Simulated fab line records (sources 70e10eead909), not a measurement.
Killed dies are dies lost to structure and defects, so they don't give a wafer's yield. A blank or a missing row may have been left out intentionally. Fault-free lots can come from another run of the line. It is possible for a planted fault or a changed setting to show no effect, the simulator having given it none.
Matching of chambers ; flow nandHarc ; NHARC_A_STAIRCASE_ETCHBACK_157 on rieDiel-08: 4 sister chambers
The step etches the open film in CH3F/O2, target depth 90 nm, time 167.14 s. 4 wafers are shown with their chamber, then 8 later ones without.

## EACH WAFER AND ITS CHAMBER
wafer;chamber;drypumpMotorCurrentA (A)
L088.4;1;5.6
L087.1;2;5.6
L087.4;0;5.3
L094.1;3;5.8

## WAFERS MISSING THEIR CHAMBER
wafer;drypumpMotorCurrentA (A)
L094.3;5.6
L094.4;5.6
L093.2;5.3
L093.4;5.6
L093.5;5.6
L095.3;5.6
L095.4;5.5
L095.6;5.6

## THE CHAMBER EACH PASSED THROUGH
wafer;from the rows above;in truth
L094.3;can't be placed: 1 or 2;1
L094.4;can't be placed: 1 or 2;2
L093.2;0;0
L093.4;can't be placed: 1 or 2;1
L093.5;can't be placed: 1 or 2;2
L095.3;can't be placed: 1 or 2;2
L095.4;can't be placed: 1 or 2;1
L095.6;can't be placed: 1 or 2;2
Placed correctly: 1 of 8. From these rows, 7 cannot be placed; in 7 the true chamber is one of the candidates. Wrongly placed: 0.
How it was worked out, from the rows above alone: a wafer's distance from a chamber is the root of the sum, over the readings, of the square of ((its reading less the chamber's mean) divided by the reading's scatter). If the next closest chamber is less than 2 further off than the closest, the wafer can't be placed; otherwise it belongs to the closest. Each chamber's mean is taken over the wafers shown for it. The scatter: with one shown wafer a chamber, the root of the mean of the squares of how far each hidden wafer lies from its nearest shown one.
